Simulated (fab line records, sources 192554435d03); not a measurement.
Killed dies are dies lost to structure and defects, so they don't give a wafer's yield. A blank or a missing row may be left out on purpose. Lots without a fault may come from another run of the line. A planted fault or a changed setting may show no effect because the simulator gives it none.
Which tool did it? | flow n5_finfet | 24 lots, 72 wafers sampled, at 6 steps of a route of 1938

WHAT THE GAUGES READ, wafer by wafer
N5_BEOL_M3_RS_MEAS_58: measures by four-point-probe. Usual: M3_RS 0.68 ohm/sq, standard deviation 0.042.
lot  | measured     | on            | M3_RS (ohm/sq) | flag
L075 | day 7 20:24  | film_metro-02 | 0.74 0.67 0.71 |
L076 | day 7 22:20  | film_metro-01 | 0.64 0.72 0.69 |
L077 | day 8 00:34  | film_metro-01 | 0.70 0.71 0.70 |
L074 | day 8 09:13  | film_metro-01 | 0.69 0.72 0.72 |
L079 | day 8 14:29  | film_metro-01 | 0.69 0.75 0.61 |
L078 | day 8 14:36  | film_metro-02 | 0.64 0.75 0.64 |
L080 | day 8 18:29  | film_metro-01 | 0.66 0.71 0.62 |
L081 | day 9 03:39  | film_metro-02 | 0.66 0.71 0.66 |
L082 | day 9 10:40  | film_metro-02 | 0.67 0.67 0.68 |
L083 | day 9 22:52  | film_metro-01 | 0.73 0.69 0.62 |
L084 | day 10 05:32 | film_metro-01 | 0.69 0.62 0.59 |
L085 | day 10 07:34 | film_metro-01 | 0.72 0.65 0.65 |
L086 | day 10 17:10 | film_metro-01 | 0.73 0.63 0.66 |
L087 | day 10 22:04 | film_metro-02 | 0.74 0.68 0.68 |
L088 | day 11 01:11 | film_metro-02 | 0.68 0.65 0.60 |
L089 | day 11 08:43 | film_metro-01 | 0.69 0.66 0.70 |
L091 | day 11 17:23 | film_metro-02 | 0.78 0.71 0.68 |
L090 | day 11 18:01 | film_metro-01 | 0.73 0.67 0.67 |
L092 | day 12 01:21 | film_metro-02 | 0.75 0.65 0.68 |
L094 | day 12 10:19 | film_metro-01 | 0.71 0.69 0.61 |
L093 | day 12 10:25 | film_metro-01 | 0.62 0.71 0.66 |
L095 | day 12 23:07 | film_metro-01 | 0.64 0.64 0.67 |
L096 | day 13 01:52 | film_metro-02 | 0.70 0.68 0.64 |
L097 | day 13 04:25 | film_metro-01 | 0.75 0.64 0.72 |

N5_BEOL_M4_CD_MEAS_18: pitch 36 nm, target cd 18 nm. Usual: cd_nm 18.0 nm, standard deviation 0.41.
lot  | measured     | on        | cd_nm (nm)     | flag
L075 | day 7 22:08  | cd_sem-03 | 18.3 18.5 17.3 |
L076 | day 8 02:04  | cd_sem-02 | 18.3 17.3 18.6 |
L077 | day 8 02:37  | cd_sem-03 | 18.1 17.7 17.6 |
L074 | day 8 10:58  | cd_sem-02 | 17.9 18.0 18.2 |
L079 | day 8 15:50  | cd_sem-03 | 18.2 17.9 18.0 |
L078 | day 8 16:17  | cd_sem-03 | 18.5 17.8 18.1 |
L080 | day 8 23:43  | cd_sem-03 | 18.1 17.5 17.1 |
L081 | day 9 07:05  | cd_sem-02 | 18.8 18.5 18.0 |
L082 | day 9 12:21  | cd_sem-01 | 18.6 18.1 17.9 |
L083 | day 10 00:32 | cd_sem-03 | 18.4 17.0 17.8 |
L084 | day 10 08:01 | cd_sem-01 | 17.5 17.9 18.2 |
L085 | day 10 09:36 | cd_sem-03 | 18.6 18.7 19.1 |
L086 | day 10 20:10 | cd_sem-01 | 18.0 17.6 17.7 |
L087 | day 10 23:35 | cd_sem-03 | 18.6 17.3 18.7 |
L088 | day 11 03:08 | cd_sem-02 | 17.6 18.1 18.6 |
L089 | day 11 10:41 | cd_sem-02 | 17.9 18.0 17.3 |
L091 | day 11 19:29 | cd_sem-01 | 18.6 18.5 18.4 |
L090 | day 11 19:49 | cd_sem-03 | 17.8 18.2 18.1 |
L092 | day 12 04:06 | cd_sem-03 | 17.6 18.0 17.7 |
L094 | day 12 14:41 | cd_sem-01 | 18.3 17.1 18.1 |
L093 | day 12 14:51 | cd_sem-01 | 18.2 18.4 18.3 |
L095 | day 13 00:28 | cd_sem-03 | 18.0 18.0 17.7 |
L096 | day 13 05:59 | cd_sem-03 | 17.3 18.0 17.3 |
L097 | day 13 06:50 | cd_sem-01 | 17.5 17.7 17.7 |

WHICH TOOL RAN EACH LOT (tool, then ch and the chambers of the sampled wafers, then the start)
lot  | N5_BEOL_M3_ANNEAL_93         | N5_BEOL_M3_ANNEAL_51             | N5_BEOL_M4_ILD_DEP_00           | N5_BEOL_M4_DESCUM_16
L075 | pvd_sputter-02, day 7 17:09  | rtp_anneal-01 ch 0, day 7 19:35  | pecvd-04 ch 0,1, day 7 20:28    | rie_diel-03 ch 1,3, day 7 21:42
L076 | pvd_sputter-03, day 7 20:55  | rtp_anneal-02 ch 0, day 7 21:34  | pecvd-01 ch 0,1, day 7 22:23    | rie_diel-06 ch 0,1,3, day 8 01:37
L077 | pvd_sputter-03, day 7 23:10  | rtp_anneal-02 ch 0, day 7 23:46  | pecvd-04 ch 0,1,2, day 8 00:38  | rie_diel-05 ch 1,2,3, day 8 02:11
L074 | pvd_sputter-02, day 8 07:47  | rtp_anneal-01 ch 0, day 8 08:21  | pecvd-01 ch 0,1,2, day 8 09:17  | rie_diel-03 ch 0,1,2, day 8 10:23
L079 | pvd_sputter-02, day 8 12:55  | rtp_anneal-01 ch 0, day 8 13:29  | pecvd-03 ch 0,1,2, day 8 14:32  | rie_diel-05 ch 2,3, day 8 15:23
L078 | pvd_sputter-01, day 8 13:01  | rtp_anneal-02 ch 0, day 8 13:43  | pecvd-04 ch 0,1,2, day 8 14:41  | rie_diel-05 ch 0,1,3, day 8 15:50
L080 | pvd_sputter-01, day 8 16:59  | rtp_anneal-02 ch 0, day 8 17:40  | pecvd-03 ch 0,2, day 8 18:33    | rie_diel-06 ch 1,2, day 8 23:17
L081 | pvd_sputter-03, day 9 01:46  | rtp_anneal-01 ch 0, day 9 02:47  | pecvd-03 ch 0,2, day 9 03:43    | rie_diel-03 ch 1,2, day 9 06:39
L082 | pvd_sputter-02, day 9 09:14  | rtp_anneal-01 ch 0, day 9 09:52  | pecvd-01 ch 0,1, day 9 10:44    | rie_diel-05 ch 0,1,2, day 9 11:47
L083 | pvd_sputter-03, day 9 21:25  | rtp_anneal-01 ch 0, day 9 22:01  | pecvd-04 ch 1,2, day 9 22:56    | rie_diel-03 ch 0,1,2, day 10 00:06
L084 | pvd_sputter-01, day 10 03:52 | rtp_anneal-01 ch 0, day 10 04:25 | pecvd-03 ch 1,2, day 10 05:36   | rie_diel-05 ch 0,1,3, day 10 07:29
L085 | pvd_sputter-01, day 10 06:08 | rtp_anneal-01 ch 0, day 10 06:44 | pecvd-03 ch 0,2, day 10 07:38   | rie_diel-05 ch 0,1, day 10 09:08
L086 | pvd_sputter-03, day 10 15:44 | rtp_anneal-01 ch 0, day 10 16:20 | pecvd-01 ch 0,1, day 10 17:13   | rie_diel-03 ch 0,2,3, day 10 19:43
L087 | pvd_sputter-02, day 10 20:31 | rtp_anneal-01 ch 0, day 10 21:04 | pecvd-04 ch 0,1,2, day 10 22:08 | rie_diel-06 ch 0,1,2, day 10 23:10
L088 | pvd_sputter-02, day 10 23:47 | rtp_anneal-02 ch 0, day 11 00:28 | pecvd-03 ch 0,1, day 11 01:16   | rie_diel-03 ch 1,2,3, day 11 02:41
L089 | pvd_sputter-01, day 11 07:16 | rtp_anneal-01 ch 0, day 11 07:52 | pecvd-04 ch 1,2, day 11 08:47   | rie_diel-06 ch 0,3, day 11 10:15
L091 | pvd_sputter-03, day 11 15:58 | rtp_anneal-01 ch 0, day 11 16:34 | pecvd-03 ch 0,1, day 11 17:26   | rie_diel-05 ch 0,3, day 11 19:02
L090 | pvd_sputter-02, day 11 16:07 | rtp_anneal-01 ch 0, day 11 16:50 | pecvd-04 ch 0, day 11 18:04     | rie_diel-06 ch 0,2,3, day 11 19:22
L092 | pvd_sputter-03, day 11 23:56 | rtp_anneal-02 ch 0, day 12 00:32 | pecvd-01 ch 0,2, day 12 01:25   | rie_diel-06 ch 0,2, day 12 03:40
L094 | pvd_sputter-03, day 12 08:47 | rtp_anneal-02 ch 0, day 12 09:23 | pecvd-03 ch 0,1, day 12 10:22   | rie_diel-03 ch 0,2,3, day 12 14:11
L093 | pvd_sputter-02, day 12 08:56 | rtp_anneal-01 ch 0, day 12 09:35 | pecvd-04 ch 0,2, day 12 10:29   | rie_diel-05 ch 1,3, day 12 14:25
L095 | pvd_sputter-03, day 12 21:41 | rtp_anneal-01 ch 0, day 12 22:17 | pecvd-04 ch 1,2, day 12 23:10   | rie_diel-05 ch 0,2,3, day 12 23:59
L096 | pvd_sputter-01, day 13 00:25 | rtp_anneal-02 ch 0, day 13 00:58 | pecvd-01 ch 1,2, day 13 01:55   | rie_diel-03 ch 1,3, day 13 05:33
L097 | pvd_sputter-02, day 13 03:00 | rtp_anneal-01 ch 0, day 13 03:39 | pecvd-01 ch 0,1,2, day 13 04:28 | rie_diel-06 ch 1,3, day 13 06:18
- N5_BEOL_M3_ANNEAL_93: time 240 s.
- N5_BEOL_M3_ANNEAL_51: time 90 s.
- N5_BEOL_M4_ILD_DEP_00: deposits SiOC from DEMS/O2, target thk 79 nm, time 15.3 s.
- N5_BEOL_M4_DESCUM_16: chemistry O2, time 7 s.

WHAT THE TOOLS THEMSELVES READ (means of the sampled wafers that have a number; where no wafer has one, the mark that the record gives instead)
N5_BEOL_M3_ANNEAL_93. Usual: heater_power_w 814 W, standard deviation 75.
lot  | tool           | heater_power_w (W) | flag
L075 | pvd_sputter-02 | 808                |
L076 | pvd_sputter-03 | 857                |
L077 | pvd_sputter-03 | 870                |
L074 | pvd_sputter-02 | 821                |
L079 | pvd_sputter-02 | 793                |
L078 | pvd_sputter-01 | 726                |
L080 | pvd_sputter-01 | 861                |
L081 | pvd_sputter-03 | 718                |
L082 | pvd_sputter-02 | 794                |
L083 | pvd_sputter-03 | 853                |
L084 | pvd_sputter-01 | 858                |
L085 | pvd_sputter-01 | 857                |
L086 | pvd_sputter-03 | 830                |
L087 | pvd_sputter-02 | 829                |
L088 | pvd_sputter-02 | 826                |
L089 | pvd_sputter-01 | 795                |
L091 | pvd_sputter-03 | 840                |
L090 | pvd_sputter-02 | 894                |
L092 | pvd_sputter-03 | 861                |
L094 | pvd_sputter-03 | 795                |
L093 | pvd_sputter-02 | 805                |
L095 | pvd_sputter-03 | 716                |
L096 | pvd_sputter-01 | 867                |
L097 | pvd_sputter-02 | 844                |

N5_BEOL_M3_ANNEAL_51. Usual: wafer_temp_C_max 226.1, standard deviation 0.4.
lot  | tool          | wafer_temp_C_max | flag
L075 | rtp_anneal-01 | 226.2            |
L076 | rtp_anneal-02 | 225.7            |
L077 | rtp_anneal-02 | 225.6            |
L074 | rtp_anneal-01 | 226.3            |
L079 | rtp_anneal-01 | 226.4            |
L078 | rtp_anneal-02 | 225.8            |
L080 | rtp_anneal-02 | 225.6            |
L081 | rtp_anneal-01 | 226.2            |
L082 | rtp_anneal-01 | 226.1            |
L083 | rtp_anneal-01 | 226.4            |
L084 | rtp_anneal-01 | 226.6            |
L085 | rtp_anneal-01 | 226.4            |
L086 | rtp_anneal-01 | 226.1            |
L087 | rtp_anneal-01 | 226.4            |
L088 | rtp_anneal-02 | 225.7            |
L089 | rtp_anneal-01 | 226.2            |
L091 | rtp_anneal-01 | 226.4            |
L090 | rtp_anneal-01 | 226.2            |
L092 | rtp_anneal-02 | 225.5            |
L094 | rtp_anneal-02 | 225.5            |
L093 | rtp_anneal-01 | 226.2            |
L095 | rtp_anneal-01 | 226.3            |
L096 | rtp_anneal-02 | 225.7            |
L097 | rtp_anneal-01 | 226.1            |

N5_BEOL_M4_ILD_DEP_00. Usual: heater_power_w 488 W, standard deviation 85; showerhead_plenum_p_Torr 5.695 Torr, standard deviation 0.016; throttle_valve_pct 12.1 %, standard deviation 0.57.
lot  | tool     | heater_power_w (W) | showerhead_plenum_p_Torr (Torr) | throttle_valve_pct (%) | flag
L075 | pecvd-04 | 611                | 5.687                           | 12.1                   |
L076 | pecvd-01 | 423                | 5.696                           | 11.7                   |
L077 | pecvd-04 | 492                | 5.681                           | 12.3                   |
L074 | pecvd-01 | 471                | 5.709                           | 11.6                   |
L079 | pecvd-03 | 494                | 5.699                           | 12.2                   |
L078 | pecvd-04 | 522                | 5.684                           | 12.4                   |
L080 | pecvd-03 | 437                | 5.710                           | 12.1                   |
L081 | pecvd-03 | 446                | 5.706                           | 11.8                   |
L082 | pecvd-01 | 491                | 5.696                           | 11.7                   |
L083 | pecvd-04 | 472                | 5.674                           | 12.9                   |
L084 | pecvd-03 | 485                | 5.708                           | 11.8                   |
L085 | pecvd-03 | 521                | 5.707                           | 11.7                   |
L086 | pecvd-01 | 453                | 5.700                           | 11.7                   |
L087 | pecvd-04 | 541                | 5.679                           | 12.5                   |
L088 | pecvd-03 | 443                | 5.718                           | 12.2                   |
L089 | pecvd-04 | 493                | 5.677                           | 12.8                   |
L091 | pecvd-03 | 461                | 5.704                           | 12.4                   |
L090 | pecvd-04 | 711                | 5.680                           | 11.9                   |
L092 | pecvd-01 | 467                | 5.700                           | 11.8                   |
L094 | pecvd-03 | 467                | 5.697                           | 12.3                   |
L093 | pecvd-04 | 564                | 5.678                           | 12.7                   |
L095 | pecvd-04 | 444                | 5.670                           | 12.8                   |
L096 | pecvd-01 | 415                | 5.697                           | 11.5                   |
L097 | pecvd-01 | 467                | 5.699                           | 11.7                   |

N5_BEOL_M4_DESCUM_16. Usual: drypump_motor_current_A 5.5 A, standard deviation 0.51; oes_product_au 0.82 a.u., standard deviation 0.099; rf_vpp_V 243.1 V, standard deviation 1.1; showerhead_plenum_p_Torr 2.09 Torr, standard deviation 0.051; throttle_valve_pct 20.50 %, standard deviation 0.21.
lot  | tool        | drypump_motor_current_A (A) | oes_product_au (a.u.) | rf_vpp_V (V) | showerhead_plenum_p_Torr (Torr) | throttle_valve_pct (%) | flag
L075 | rie_diel-03 | 5.8                         | 0.86                  | 242.6        | 2.09                            | 20.51                  |
L076 | rie_diel-06 | 5.3                         | 0.76                  | 243.7        | 2.12                            | 20.54                  |
L077 | rie_diel-05 | 5.3                         | 0.76                  | 243.1        | 2.08                            | 20.54                  |
L074 | rie_diel-03 | 6.0                         | 0.94                  | 241.8        | 2.09                            | 20.39                  |
L079 | rie_diel-05 | 5.7                         | 0.71                  | 241.7        | 2.07                            | 20.69                  |
L078 | rie_diel-05 | 5.7                         | 0.81                  | 243.0        | 2.08                            | 20.44                  |
L080 | rie_diel-06 | 5.5                         | 0.78                  | 242.7        | 2.07                            | 20.69                  |
L081 | rie_diel-03 | 5.8                         | 0.89                  | 243.7        | 2.12                            | 20.40                  |
L082 | rie_diel-05 | 5.3                         | 0.81                  | 243.1        | 2.06                            | 20.45                  |
L083 | rie_diel-03 | 6.0                         | 0.91                  | 243.2        | 2.08                            | 20.41                  |
L084 | rie_diel-05 | 5.7                         | 0.79                  | 244.5        | 2.07                            | 20.46                  |
L085 | rie_diel-05 | 5.6                         | 0.84                  | 243.4        | 2.05                            | 20.35                  |
L086 | rie_diel-03 | 5.9                         | 0.91                  | 243.2        | 2.11                            | 20.45                  |
L087 | rie_diel-06 | 5.3                         | 0.81                  | 243.0        | 2.08                            | 20.48                  |
L088 | rie_diel-03 | 5.7                         | 0.89                  | 243.1        | 2.11                            | 20.44                  |
L089 | rie_diel-06 | 5.1                         | 0.79                  | 244.7        | 2.14                            | 20.34                  |
L091 | rie_diel-05 | 5.9                         | 0.78                  | 242.1        | 2.03                            | 20.52                  |
L090 | rie_diel-06 | 4.9                         | 0.80                  | 243.2        | 2.12                            | 20.50                  |
L092 | rie_diel-06 | 4.9                         | 0.87                  | 243.1        | 2.08                            | 20.41                  |
L094 | rie_diel-03 | 5.9                         | 0.87                  | 243.9        | 2.11                            | 20.46                  |
L093 | rie_diel-05 | 5.4                         | 0.76                  | 242.4        | 2.11                            | 20.48                  |
L095 | rie_diel-05 | 5.6                         | 0.74                  | 242.6        | 2.03                            | 20.63                  |
L096 | rie_diel-03 | 5.6                         | 0.87                  | 243.8        | 2.11                            | 20.46                  |
L097 | rie_diel-06 | 5.2                         | 0.75                  | 243.4        | 2.12                            | 20.74                  |

THE ANSWER, worked out from the rows above alone
Rule: a lot is off if the mean of its wafers that have a number lies more than 3 standard deviations from the usual mean. A lot without any number at a reading at which 4 lots or more have one is off too. The other lots that the step has rows for count as sound. The gauges are gone through in route order, then the tools' own readings, and for those a lot's mean is taken as printed above. The first step at which some lot is off is used, and at that step the reading that is off furthest; a lot without a number counts as furthest.
No lot is off at any reading shown: from this, nothing can be told.

WHAT THE SIMULATOR HAD PUT IN
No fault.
